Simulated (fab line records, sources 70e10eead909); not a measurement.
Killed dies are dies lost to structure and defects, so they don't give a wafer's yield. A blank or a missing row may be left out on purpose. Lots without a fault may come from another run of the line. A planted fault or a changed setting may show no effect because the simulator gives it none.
A struck lot beside a sound one | flow nand_harc | 14 steps out of a route of 1302
Sound: wafers L607.2, L607.4, L607.6. Struck: wafers L615.2, L615.3, L615.4. The cause comes at the end.
At each step with rows: each side's tool, then ch and its chambers, then its first start. Under that, the readings that differ: sound wafers | struck wafers | difference of the means | sigmas: that difference in standard deviations of wafers without a fault.
alike: readings whose means differ by less than 2 such deviations, and words and numbers that are the same on both sides. not compared: withheld readings, readings that some wafer has no value for, bounds like >300 that may hide the same value, and numbers for which the record gives no deviation and whose values overlap.
The two part at a step that has a row with sigmas, a row that says differs or no value, or rows on one side only. Numbers that don't overlap but have no deviation are shown without sigmas and don't part them. A reading that every wafer of one side lacks parts them only if that side has two wafers or more.

first, 3 steps without rows for these wafers: NHARC_A_BLC_DESCUM_15 (chemistry O2, time 3 s); NHARC_A_BLC_ETCH_16 (etches the open film in CF4, target depth 39 nm, time 65 s); NHARC_A_BLC_ETCH_17 (etches the open film in N2/H2, target depth 390 nm, time 609.38 s).
NHARC_A_BLC_ETCH_18: etches the open film in C4F8/O2/Ar, target depth 910 nm.
  sound on rie_diel-09 ch 0,2; struck on rie_diel-13 ch 0,1,3
  alike: oes_product_au, rf_vpp_V
  not compared: rf_hours_counter_h
NHARC_A_BLC_CD_MEAS_19:
  sound on cd_sem-01, day 23 21:38; struck on cd_sem-03, day 27 20:38
  alike: cd_nm
NHARC_A_BLC_STRIP_29: strips in CF4.
  sound on rie_diel-13 ch 0,1,2, day 23 21:43; struck on rie_diel-13 ch 0,2,3, day 27 20:43
  alike: drypump_motor_current_A, oes_product_au, rf_vpp_V, showerhead_plenum_p_Torr, throttle_valve_pct
  not compared: rf_hours_counter_h
NHARC_A_BLC_STRIP_21: strips in O2.
  sound on rie_diel-13 ch 0,1,3, day 23 21:49; struck on rie_diel-13 ch 0,2,3, day 27 20:49
  alike: drypump_motor_current_A, oes_product_au, rf_vpp_V, showerhead_plenum_p_Torr, throttle_valve_pct
  not compared: rf_hours_counter_h
then, 3 steps without rows for these wafers: NHARC_A_BLC_STRIP_22 (strips in post etch residue remover, time 600 s); NHARC_A_BLC_DEGAS_30 (time 60 s); NHARC_A_BLC_PRE_CLEAN_31 (time 15 s).
NHARC_A_BLC_PVD_32: deposits Ti, target thk 5 nm, time 17.7 s.
  sound on pvd_sputter-02; struck on pvd_sputter-01
  alike: chamber_pressure_pa, substrate_temp_c, throttle_valve_pct
NHARC_A_BLC_ALD_23: deposits TiN, target thk 3 nm, pulse time 1 s, ald cycles 150.
  sound on ald_metal-03 ch 0,1,2, day 23 22:31; struck on ald_metal-04 ch 0,1,2, day 27 21:29
  reading            | sound        | struck         | difference | sigmas
  heater_power_w (W) | 944 1017 933 | 1257 1188 1214 | +255       | +2
  alike: precursor_pulse_height_rel
NHARC_A_BLC_CVD_24: deposits W, target thk 150 nm, time 434 s.
  sound on cvd_w-02 ch 0,1, day 23 22:45; struck on cvd_w-01 ch 0,1, day 27 22:23
  alike: heater_power_w, throttle_valve_pct
NHARC_A_BLC_CMP_25: polishes, t overpolish 30 s, target thk 150 nm.
  sound on cmp-01 ch 0,1, day 23 23:13; struck on cmp-01 ch 0,1,2, day 27 22:58
  reading                | sound          | struck         | difference | sigmas
  time_to_endpoint_s (s) | 34.4 33.3 31.9 | 64.9 59.8 62.4 | +29.2      | +12
  alike: motor_current_A, overpolish_run_s

WHERE THEY PART
First at NHARC_A_BLC_ALD_23; last, within this record, at NHARC_A_BLC_CMP_25.

WHY: what the simulator had put in
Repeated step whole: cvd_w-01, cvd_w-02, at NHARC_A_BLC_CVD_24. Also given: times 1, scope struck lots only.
